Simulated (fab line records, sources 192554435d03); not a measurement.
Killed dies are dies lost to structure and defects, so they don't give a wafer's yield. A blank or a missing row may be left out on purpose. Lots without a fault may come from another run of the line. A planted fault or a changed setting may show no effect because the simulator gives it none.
A struck lot beside a sound one | flow n5_finfet | 18 steps out of a route of 1938
Sound: wafers L839.3, L839.4, L839.5. Struck: wafer L854.4. (L854.6 of the same lot was not struck and is left out.) The cause comes at the end.
At each step with rows: each side's tool, then ch and its chambers, then its first start. Under that, the readings that differ: sound wafers | struck wafers | difference of the means | sigmas: that difference in standard deviations of wafers without a fault.
alike: readings whose means differ by less than 2 such deviations, and words and numbers that are the same on both sides. not compared: withheld readings, readings that some wafer has no value for, bounds like >300 that may hide the same value, and numbers for which the record gives no deviation and whose values overlap.
The two part at a step that has a row with sigmas, a row that says differs or no value, or rows on one side only. Numbers that don't overlap but have no deviation are shown without sigmas and don't part them. A reading that every wafer of one side lacks parts them only if that side has two wafers or more.

first, 4 steps without rows for these wafers: N5_BEOL_M1_SOFTBAKE_23 (time 60 s); N5_BEOL_M1_EXPOSE_25 (exposes mask V0, defocus 5 nm, target cd 24 nm); N5_BEOL_M1_PEB_26 (peb time 60 s); N5_BEOL_M1_DEVELOP_27 (develop time 30 s).
N5_BEOL_M1_CD_MEAS_28: target cd y 23.3 nm.
  sound on cd_sem-02 ch 0, day 7 01:46; struck on cd_sem-02 ch 0, day 11 02:30
  alike: cd_nm
N5_BEOL_M1_OVL_MEAS_29:
  sound on overlay-01 ch 0, day 7 01:49; struck on overlay-01 ch 0, day 11 02:33
  alike: V0_OVL
N5_BEOL_M1_INSPECT_30: inspects for defects (brightfield).
  sound on defect_inspect-01, day 7 01:52; struck on defect_inspect-01, day 11 02:35
  alike: raw_defect_count
N5_BEOL_M1_DESCUM_33: chemistry O2, time 7 s.
  sound on rie_diel-02 ch 0,1,3, day 7 01:53; struck on rie_diel-01 ch 0, day 11 02:43
  alike: drypump_motor_current_A, oes_product_au, rf_vpp_V, showerhead_plenum_p_Torr, throttle_valve_pct
  not compared: rf_hours_counter_h
N5_BEOL_M1_ETCH_77: etches underlayer in N2/H2, target depth 6.5 nm, time 5.2 s.
  sound on rie_diel-02 ch 0,1,3, day 7 01:56; struck on rie_diel-01 ch 0, day 11 02:45
  alike: drypump_motor_current_A, etch_rf_on_time_s, oes_product_au, rf_vpp_V, showerhead_plenum_p_Torr, throttle_valve_pct
  not compared: rf_hours_counter_h
N5_BEOL_M1_ETCH_69: etches SiARC in CF4, target depth 15.6 nm, time 26 s.
  sound on rie_diel-02 ch 0,1,3, day 7 01:57; struck on rie_diel-01 ch 0, day 11 02:46
  alike: drypump_motor_current_A, etch_rf_on_time_s, oes_product_au, rf_vpp_V, showerhead_plenum_p_Torr, throttle_valve_pct
  not compared: rf_hours_counter_h
N5_BEOL_M1_ALD_98: deposits SiO2, target thk 2.5 nm, pulse time 1 s, co reactant pulse time 1 s.
  sound on ald_sin-04 ch 0,1,2, day 7 02:16; struck on ald_sin-03 ch 0, day 11 05:01
  alike: heater_power_w, precursor_pulse_height_rel
N5_BEOL_M1_ETCHBACK_99: etches SiO2 in CHF3, target depth 5 nm, time 10.4 s.
  sound on rie_diel-01 ch 1,2,3, day 7 03:38; struck on rie_diel-01 ch 2, day 11 14:09
  reading      | sound             | struck | difference | sigmas
  rf_vpp_V (V) | 237.5 244.1 241.3 | 235.7  | -5.3       | -2
  alike: drypump_motor_current_A, oes_product_au, showerhead_plenum_p_Torr, throttle_valve_pct
  not compared: rf_hours_counter_h
N5_BEOL_M1_ETCH_70: etches SOC in N2/H2, target depth 80 nm, overetch 16 nm, time 120 s.
  sound on rie_diel-01 ch 1,2,3, day 7 03:40; struck on rie_diel-01 ch 2, day 11 14:12
  reading                                    | sound       | struck | difference | sigmas
  model.SiARC_of_BEOL_M1_COAT_68.thk_nm (nm) | 6.4 6.4 6.4 | 7.6    | +1.2       |
  alike: drypump_motor_current_A, oes_product_au, rf_vpp_V, showerhead_plenum_p_Torr, throttle_valve_pct
  not compared: rf_hours_counter_h
then, 2 steps without rows for these wafers: N5_BEOL_M1_STRIP_71 (strips in N2/H2); N5_BEOL_M1_STRIP_78 (strips in N2/H2).
N5_BEOL_M1_VIA_ETCH_34: etches the open film in C4F6/O2, target depth 67.8 nm, time 64.4 s.
  sound on rie_diel-01 ch 1,2,3, day 7 03:46; struck on rie_diel-01 ch 2, day 11 14:17
  reading                  | sound          | struck | difference | sigmas
  model.BEOL_M1.cd_nm (nm) | 18.2 18.2 18.2 | 17.4   | -0.8       |
  alike: drypump_motor_current_A, oes_product_au, rf_vpp_V, showerhead_plenum_p_Torr, throttle_valve_pct
  not compared: rf_hours_counter_h
then, 1 step without rows for these wafers: N5_BEOL_M1_STRIP_83 (strips in C4F6/O2).
-- the record jumps here: 4 days lie between the struck wafers' starts before and after (it left off in module BEOL_M1 and takes up again in module BEOL_M4, whose first step shown is number 1111 of the route) --
N5_BEOL_M4_RC_MEAS_101:
  sound on prober-01 ch 0, day 10 01:11; struck on prober-01 ch 0, day 15 03:05
  reading       | sound          | struck | difference | sigmas
  SS_P (mV/dec) | 74.3 73.3 73.9 | 72.2   | -1.6       | -3
  alike: DIBL_N, DIBL_P, IOFF_N, IOFF_P, ION_N, ION_P, SS_N, VT_N, VT_P

WHERE THEY PART
First at N5_BEOL_M1_ETCHBACK_99; last, within this record, at N5_BEOL_M4_RC_MEAS_101.

WHY: what the simulator had put in
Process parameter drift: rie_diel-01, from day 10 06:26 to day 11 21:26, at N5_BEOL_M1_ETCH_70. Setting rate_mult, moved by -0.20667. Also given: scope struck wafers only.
